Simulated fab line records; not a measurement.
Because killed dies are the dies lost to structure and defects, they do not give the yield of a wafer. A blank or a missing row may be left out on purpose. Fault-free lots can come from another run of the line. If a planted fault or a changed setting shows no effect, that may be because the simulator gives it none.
Chamber matching -- flow n5_finfet -- N5_BEOL_M3_CMP_52 on cmp-03: 4 sister chambers
The step polishes, stops on SiOC, t overpolish 6.8 s, target thk 40 nm. 18 wafers are shown with their chamber, then 9 later ones without.

## WAFERS, EACH WITH ITS CHAMBER
wafer,chamber,motor_current_A (A),time_to_endpoint_s (s),barrier_field_endpoint_s (s)
L075.1,2,6.3,65.1,23.9
L075.3,3,5.6,57.2,23.2
L075.5,0,5.3,59.4,24.4
L076.1,0,5.1,57.2,24.3
L076.2,3,5.5,56.8,23.9
L076.6,3,5.4,56.7,24.0
L080.1,1,7.4,59.7,24.3
L080.2,2,6.4,63.3,25.0
L080.6,1,6.9,63.4,24.7
L083.1,3,5.6,54.2,23.7
L083.2,2,6.2,63.9,24.8
L083.3,0,5.3,61.2,24.6
L084.1,3,5.6,58.8,23.6
L084.3,0,5.0,61.7,24.4
L084.6,0,5.4,58.8,24.2
L088.2,1,7.3,63.8,24.3
L088.3,2,6.1,64.1,24.7
L088.6,0,5.3,61.7,24.9

SIGNATURES (means of the wafers above)
reading,chamber 0,chamber 1,chamber 2,chamber 3,scatter within a chamber
motor_current_A,5.233,7.200,6.250,5.540,0.155
time_to_endpoint_s,60.000,62.300,64.100,56.740,1.68
barrier_field_endpoint_s,24.467,24.433,24.600,23.680,0.328
Rule: a wafer lies at a distance from a chamber equal to the root of the sum of squares, over the readings, of (its reading less the chamber's mean, divided by the reading's scatter). The wafer belongs to the nearest chamber; if the next one is less than 2 further off, it can't be placed. The scatter: the root of (the sum of the squares of (reading less its chamber's mean) over the shown wafers, divided by (wafers less chambers)).

## WAFERS MISSING THEIR CHAMBER
wafer,motor_current_A (A),time_to_endpoint_s (s),barrier_field_endpoint_s (s)
L092.1,7.6,58.4,23.4
L092.4,5.2,58.7,23.3
L092.5,5.0,58.1,24.3
L090.1,5.5,56.7,23.6
L090.4,6.9,60.9,24.9
L090.6,6.5,62.8,24.6
L097.1,5.3,57.7,24.5
L097.2,5.4,56.7,24.2
L097.5,5.4,61.1,25.2

## EACH ONE'S CHAMBER
wafer,from the rows above,in truth
L092.1,1,1
L092.4,can't be placed: 3 or 0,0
L092.5,0,0
L090.1,3,3
L090.4,1,1
L090.6,2,2
L097.1,can't be placed: 0 or 3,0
L097.2,can't be placed: 3 or 0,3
L097.5,0,0
6 of 9 placed correctly. Cannot be placed on the basis of these rows: 3; the candidates contain the true chamber in 3. 0 placed wrongly.
